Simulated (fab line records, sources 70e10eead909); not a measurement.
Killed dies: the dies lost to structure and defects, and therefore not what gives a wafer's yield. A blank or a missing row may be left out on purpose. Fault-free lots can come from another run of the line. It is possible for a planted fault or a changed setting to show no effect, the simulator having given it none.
Matching of chambers :: flow nandHarc :: cmp-04 running NHARC_A_CHANNEL_FILL_D2_CMP_10: 4 sister chambers
The step polishes, target thk 150 nm. 4 wafers are shown with their chamber, then 7 later ones without.

## WAFERS PAIRED WITH THEIR CHAMBERS
wafer: L082.4
chamber: 1
motorCurrentA (A): 12.4

wafer: L082.5
chamber: 0
motorCurrentA (A): 12.1

wafer: L087.1
chamber: 2
motorCurrentA (A): 14.7

wafer: L087.4
chamber: 3
motorCurrentA (A): 11.5

## WAFERS WITH NO CHAMBER GIVEN
wafer: L087.6
motorCurrentA (A): 12.4

wafer: L091.1
motorCurrentA (A): 12.0

wafer: L091.2
motorCurrentA (A): 13.7

wafer: L091.3
motorCurrentA (A): 13.0

wafer: L097.1
motorCurrentA (A): 14.1

wafer: L097.3
motorCurrentA (A): 12.1

wafer: L097.4
motorCurrentA (A): 12.9

## WHICH CHAMBER EACH WENT THROUGH
wafer: L087.6
from the rows above: can't be placed: 1 or 0 or 3
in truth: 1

wafer: L091.1
from the rows above: can't be placed: 0 or 1 or 3
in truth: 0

wafer: L091.2
from the rows above: can't be placed: 2 or 1 or 0
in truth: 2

wafer: L091.3
from the rows above: can't be placed: 1 or 0 or 3
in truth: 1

wafer: L097.1
from the rows above: 2
in truth: 2

wafer: L097.3
from the rows above: can't be placed: 0 or 1 or 3
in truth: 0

wafer: L097.4
from the rows above: can't be placed: 1 or 0 or 3
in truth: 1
Placed correctly: 1 of 7. Not placeable from these rows: 6 (in 6, the candidates include the true chamber). 0 placed wrongly.
How it was worked out, from the rows above alone: a wafer's distance from a chamber is the root of the sum, over the readings, of the square of ((its reading less the chamber's mean) divided by the reading's scatter). The wafer belongs to the nearest chamber; if the next one is less than 2 further off, it can't be placed. The mean given for a chamber averages the wafers shown for that chamber. The scatter: with one shown wafer a chamber, the root of the mean of the squares of how far each hidden wafer lies from its nearest shown one.
